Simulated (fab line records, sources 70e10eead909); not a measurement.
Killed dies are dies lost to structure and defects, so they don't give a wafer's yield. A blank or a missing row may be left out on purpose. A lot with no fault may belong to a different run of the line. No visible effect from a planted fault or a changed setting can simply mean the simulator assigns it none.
fab line records | flow nandHarc
record lots=12 wafers=36 lastDay=32
route steps=1302 shown A_M1@1200 A_BONDPAD@1215 THIN_TSV@1282 END@1302
lots with no fault: from the same line, run without faults
startH: hours from the record's opening day to when the first of the lot's shown wafers began | waitH: time in hours since the lot's previous step | " repeats the value in the row above | L1.1+2: several wafers, shown together as one row | - value missing, or start not given | * or withheld: withheld | < > ~ a bound
route shown NAME@n: NAME is a module with steps in the file, n the number in the route of the first one | usual: average and standard deviation across the fault-free wafers | same: alike in all rows | chamber/n: place in a boat | sites: each site's reading | _std_site: standard deviation across them | _edge_site: outer sites' mean less inner sites' | radiusMm: how far each site lies from the wafer's centre | mask NAME#n: copy n | behind: tool/chamber where the wafer was last shaped | hold: why the lot went on hold/how many hours it stayed there/how the hold came to an end | device: which transistor (n, p or np) failed to switch | end of line: tests run on the same wafers once the route is complete | step lacking rows: just its recipe | killed: the dies lost at the first sort to structure and to defects; this is not the yield of the wafer | map: shows each die of a wafer: x if killed, . if not, _ if none is there
set.NAME: setting as actually run; set.NAME@STEP: the setting as run at that earlier step | model.NAME: the simulator's own value behind a step, which no gauge read
a sample of lots followed through the steps of the route, with each step as a table and each wafer as a row
services: from which hour (startH, from the record's first day; less than 0 if before it) a tool's chamber was out of use, for how many hours, and why
## steps
# step NHARC_A_M1_PRE_CLEAN_32
# recipe timeS=12 tempC=370 rfPowerW=300 gas=NH3
# usual heaterPowerW=614/73
# columns lot.wafer tool chamber startH waitH heaterPowerW
L360.1 pecvd-04 0 520.31 0.1 689
L360.6 " 2 " " 555
L360.5 " 1 " " 674
L362.3 pecvd-04 1 542.06 0.1 559
L362.1 " 0 " " 650
L362.5 " 0 " " 661
L364.2 pecvd-02 2 549.13 0.1 558
L364.1 " 1 " " 663
L364.4 " 1 " " 668
L363.1 pecvd-02 2 566.43 0.1 509
L363.2 " 0 " " 581
L363.6 " 2 " " 524
L365.2 pecvd-03 2 591.30 0.1 631
L365.3 " 1 " " 519
L365.4 " 0 " " 720
L367.3 pecvd-04 2 595.52 0.5 619
L367.6 " 1 " " 640
L367.4 " 2 " " 611
L368.2 pecvd-02 1 606.83 0.1 676
L368.5 " 2 " " 562
L368.6 " 0 " " 488
L369.1 pecvd-02 2 628.88 0.1 589
L369.6 " 1 " " 575
L369.5 " 0 " " 575
L379.3 pecvd-03 0 721.46 0.1 685
L379.2 " 1 " " 547
L379.6 " 1 " " 549
L378.3 pecvd-03 1 723.65 0.1 539
L378.1 " 0 " " 768
L378.4 " 1 " " 528
L380.3 pecvd-02 2 730.04 0.1 550
L380.4 " 0 " " 555
L380.6 " 2 " " 553
L381.3 pecvd-04 2 738.46 0.1 630
L381.2 " 0 " " 671
L381.6 " 2 " " 648
# step NHARC_A_BONDPAD_CD_MEAS_09
# recipe targetCdNm=500 landingEnergyEv=500
# usual cdNm=499.5/1.9
# same landingEnergyEv=500
# columns lot.wafer tool chamber startH waitH cdNm
L360.1 cdSem-01 0 522.16 - 498.1
L360.5 " 0 " " 501.3
L360.6 " 0 " " 499.8
L362.1 cdSem-02 0 543.93 - 501.7
L362.3 " 0 " " 502.0
L362.5 " 0 " " 500.6
L364.1 cdSem-02 0 551.01 - 499.6
L364.2 " 0 " " 497.3
L364.4 " 0 " " 497.0
L363.1 cdSem-03 0 568.15 - 499.3
L363.2 " 0 " " 498.9
L363.6 " 0 " " 496.8
L365.2 cdSem-03 0 593.27 - 502.9
L365.3 " 0 " " 500.8
L365.4 " 0 " " 500.0
L367.3 cdSem-01 0 597.24 - 496.7
L367.4 " 0 " " 499.1
L367.6 " 0 " " 499.6
L368.2 cdSem-01 0 608.81 - 502.1
L368.5 " 0 " " 500.9
L368.6 " 0 " " 498.0
L369.1 cdSem-01 0 630.71 - 498.9
L369.5 " 0 " " 499.0
L369.6 " 0 " " 497.2
L379.2 cdSem-02 0 723.19 - 497.5
L379.3 " 0 " " 500.5
L379.6 " 0 " " 497.6
L378.1 cdSem-02 0 725.37 - 499.2
L378.3 " 0 " " 499.7
L378.4 " 0 " " 501.5
L380.3 cdSem-03 0 731.87 - 501.6
L380.4 " 0 " " 496.8
L380.6 " 0 " " 502.1
L381.2 cdSem-01 0 740.20 - 496.9
L381.3 " 0 " " 497.4
L381.6 " 0 " " 495.5
# step NHARC_A_BONDPAD_CD_MEAS_13
# usual cdNm=499.0/2.1
# columns lot.wafer tool chamber startH waitH cdNm
L360.1 cdSem-01 - 522.68 - 497.3
L360.5 " - " " 501.2
L360.6 " - " " 498.8
L362.1 cdSem-03 - 544.45 - 501.9
L362.3 " - " " 501.7
L362.5 " - " " 499.5
L364.1 cdSem-02 - 551.54 - 499.0
L364.2 " - " " 497.2
L364.4 " - " " 496.6
L363.1 cdSem-03 - 568.68 - 500.3
L363.2 " - " " 498.4
L363.6 " - " " 497.8
L365.2 cdSem-01 - 593.98 - 503.6
L365.3 " - " " 502.9
L365.4 " - " " 500.3
L367.3 cdSem-02 - 597.81 - 497.9
L367.4 " - " " 499.2
L367.6 " - " " 500.1
L368.2 cdSem-01 - 609.34 - 501.7
L368.5 " - " " 501.5
L368.6 " - " " 497.8
L369.1 cdSem-02 - 631.24 - 498.5
L369.5 " - " " 497.6
L369.6 " - " " 495.7
L379.2 cdSem-01 - 723.72 - 495.5
L379.3 " - " " 499.4
L379.6 " - " " 495.4
L378.1 cdSem-01 - 725.90 - 498.2
L378.3 " - " " 499.5
L378.4 " - " " 500.1
L380.3 cdSem-02 - 732.54 - 501.3
L380.4 " - " " 496.3
L380.6 " - " " 499.8
L381.2 cdSem-03 - 740.72 - 498.3
L381.3 " - " " 498.5
L381.6 " - " " 496.4
# step NHARC_THIN_TSV_PVD_24
# recipe targetThkA=8000 powerW=withheld chamberPressurePa=withheld substrateTempC=withheld timeS=withheld gas=Ar material=Al
# columns lot.wafer tool chamber startH waitH
L360.1+5+6 pvdSputter-03 - 540.32 0.1
L362.1+3+5 pvdSputter-02 - 564.03 0.1
L364.1+4+2 pvdSputter-03 - 571.58 0.1
L363.1+2+6 pvdSputter-02 - 588.91 0.2
L365.4+3+2 pvdSputter-01 - 613.68 0.1
L367.3+4+6 pvdSputter-02 - 618.35 0.2
L368.2+6+5 pvdSputter-03 - 628.83 0.2
L369.1+6+5 pvdSputter-03 - 650.96 0.2
L379.2+3+6 pvdSputter-03 - 752.32 0.1
L378.4+3+1 pvdSputter-02 - 753.27 0.1
L380.4+3+6 pvdSputter-01 - 754.24 0.1
L381.3+2+6 pvdSputter-01 - 761.51 0.1
# step NHARC_THIN_TSV_INSPECT_40
# usual rawDefectCount=555/89
# columns lot.wafer tool chamber startH waitH rawDefectCount
L360.1 defectInspect-02 - 546.14 0.4 619
L360.5 " - " " 554
L360.6 " - " " 668
L362.1 defectInspect-01 - 573.65 0.4 545
L362.3 " - " " 719
L362.5 " - " " 636
L364.1 defectInspect-02 - 580.65 0.4 593
L364.2 " - " " 612
L364.4 " - " " 574
L363.1 defectInspect-02 - 595.65 0.4 506
L363.2 " - " " 579
L363.6 " - " " 488
L365.2 defectInspect-01 - 621.85 0.4 671
L365.3 " - " " 640
L365.4 " - " " 471
L367.3 defectInspect-01 - 625.10 0.4 544
L367.4 " - " " 512
L367.6 " - " " 485
L368.2 defectInspect-01 - 639.76 0.4 1006
L368.5 " - " " 850
L368.6 " - " " 857
L369.1 defectInspect-02 - 657.68 0.4 819
L369.5 " - " " 828
L369.6 " - " " 979
L379.2 defectInspect-01 - 759.06 0.4 492
L379.3 " - " " 496
L379.6 " - " " 508
L378.1 defectInspect-01 - 759.06 0.4 531
L378.3 " - " " 438
L378.4 " - " " 410
L380.3 defectInspect-01 - 759.07 0.4 551
L380.4 " - " " 521
L380.6 " - " " 736
L381.2 defectInspect-01 - 769.82 0.4 537
L381.3 " - " " 571
L381.6 " - " " 391
# step NHARC_END_SORT_01
# recipe tempC=25
# usual defectLimitedYield=91.5/2.5 killedAtArray=52/17 killedAtOther=1.2/1.4 killedAtPeriphery=4.7/2.9 killedDies=58/17 killedOpen=3.2/1.9 killedShort=2.4/1.4 sort_bin_2_pct=3.0/1.1 sort_bin_3_pct=0.6/0.37 sort_bin_4_pct=4.8/1.4 sortNPass=619/17 sortRimYieldPct=90/4.9 sortYieldPct=91.5/2.5
# same grossDies=677 sort_bin_5_pct[%]=0 sort_bin_6_pct[%]=0 sort_bin_7_pct[%]=0 sort_bin_8_pct[%]=0 sortRimNGross=106.00
# columns lot.wafer tool chamber startH waitH defectLimitedYield[%] killedAtArray killedAtOther killedAtPeriphery killedDies killedOpen killedShort sort_bin_2_pct[%] sort_bin_3_pct[%] sort_bin_4_pct[%] sortNPass sortRimYieldPct[%] sortYieldPct[%]
L368.2 prober-02 0 643.63 2.8 79.5 67 70 2 139 2 1 9.0 3.1 8.4 538 90 79.5
L368.5 prober-02 0 646.03 3.7 77.1 79 70 6 155 7 3 10.8 2.8 9.3 522 75 77.1
L368.6 prober-02 0 646.83 4.0 80.2 61 71 2 134 1 2 9.3 3.0 7.5 543 88 80.2
L369.1 prober-02 0 660.71 2.5 78.7 57 75 12 144 2 0 8.3 3.2 9.7 533 87 78.7
L369.5 prober-02 0 663.92 3.7 78.9 66 72 5 143 0 3 8.4 3.0 9.7 534 80 78.9
L369.6 prober-02 0 664.72 4.0 77.1 69 82 4 155 3 0 9.0 2.7 11.2 522 92 77.1
# killed by level:class
L368.2 THIN_TSV:unspecified=70 A_SLIT:chamberFilmFlake=29 A_CHANNEL_HOLE_D2:chamberFilmFlake=15 A_CHANNEL_HOLE_D1:chamberFilmFlake=14 A_DECK1_JOINT:chamberFilmFlake=2 A_STAIRCASE:chamberFilmFlake=2 A_WL_FILL:chamberFilmFlake=2 P_CONTACT:geometricParticle:open=1
L368.5 THIN_TSV:unspecified=70 A_CHANNEL_HOLE_D2:chamberFilmFlake=22 A_CHANNEL_HOLE_D1:chamberFilmFlake=22 A_SLIT:chamberFilmFlake=22 P_M0:geometricParticle:open=3 A_CONTACT:chamberFilmFlake=3 A_M0:geometricParticle:short=2 A_CHANNEL_FILL_D2:chamberFilmFlake=2
L368.6 THIN_TSV:unspecified=71 A_SLIT:chamberFilmFlake=30 A_CHANNEL_HOLE_D2:chamberFilmFlake=13 A_CHANNEL_HOLE_D1:chamberFilmFlake=12 P_GATE:chamberFilmFlake=2 A_CONTACT:chamberFilmFlake=2 A_ONON_D2:geometricParticle:short=1 A_CHANNEL_FILL_D2:geometricParticle:open=1
L369.1 THIN_TSV:unspecified=70 A_SLIT:chamberFilmFlake=25 A_CHANNEL_HOLE_D1:chamberFilmFlake=18 P_GATE:chamberFilmFlake=5 THIN_TSV:chamberFilmFlake=5 A_CHANNEL_HOLE_D2:chamberFilmFlake=4 A_CONTACT:chamberFilmFlake=4 P_BONDPAD:chamberFilmFlake=3
L369.5 THIN_TSV:unspecified=69 A_CHANNEL_HOLE_D1:chamberFilmFlake=23 A_SLIT:chamberFilmFlake=19 A_CHANNEL_HOLE_D2:chamberFilmFlake=8 A_BLC:chamberFilmFlake=6 P_BONDPAD:chamberFilmFlake=3 A_CONTACT:chamberFilmFlake=3 THIN_TSV:chamberFilmFlake=3
L369.6 THIN_TSV:unspecified=76 A_SLIT:chamberFilmFlake=29 A_CHANNEL_HOLE_D1:chamberFilmFlake=17 A_CONTACT:chamberFilmFlake=10 A_CHANNEL_HOLE_D2:chamberFilmFlake=6 THIN_TSV:chamberFilmFlake=6 P_BONDPAD:chamberFilmFlake=3 A_DECK1_JOINT:chamberFilmFlake=2
## services
# columns tool chamber startH hours kind
pvdSputter-03 - 524.13 2.9 repair
pvdSputter-03 - 527.05 10.0 pm
pecvd-02 - 533.68 10.6 repair
pvdSputter-02 - 538.09 5.6 repair
pecvd-03 - 547.18 13.0 pm
pvdSputter-01 - 559.20 3.8 repair
pecvd-04 - 564.65 5.3 repair
pecvd-02 - 589.32 13.0 pm
pecvd-02 0 589.32 13.0 ventCycle
pecvd-02 1 589.32 13.0 ventCycle
pecvd-02 2 589.32 13.0 ventCycle
pvdSputter-01 - 590.41 10.0 pm
pecvd-02 0 602.32 - clean
pecvd-02 1 602.32 - clean
pecvd-02 2 602.32 - clean
pecvd-03 0 612.42 3.4 repair
pvdSputter-01 - 619.70 1.6 repair
pecvd-04 - 631.43 13.0 pm
pvdSputter-02 - 656.25 10.0 pm
pvdSputter-03 - 689.77 6.9 repair
pvdSputter-03 - 705.10 10.0 pm
pecvd-04 - 717.28 0.6 repair
pvdSputter-02 - 718.56 2.4 repair
pecvd-03 - 728.18 13.0 pm
## key
firstSign step=NHARC_THIN_TSV_INSPECT_40 reading=rawDefectCount direction=up sigmas=3.8 usual=555 struck=890
effect step=NHARC_END_SORT_01 reading=killedAtOther direction=up sigmas=53 usual=1.2 struck=73.3
moreKillsBornAt NHARC_THIN_TSV_PVD_24@pvdSputter-03=426
metAt NHARC_THIN_TSV_PVD_24
struckLots L368,L369
notActingAt NHARC_A_M1_PRE_CLEAN_32,NHARC_A_BONDPAD_CD_MEAS_09,NHARC_A_BONDPAD_CD_MEAS_13
onsetBetween 571.58 628.83
fault kind=chamberParticleSource tool=pvdSputter-03 chamber=- onsetH=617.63 steps=NHARC_THIN_TSV_PVD_24 ratePerVisitCm2=0.44252 endH=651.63
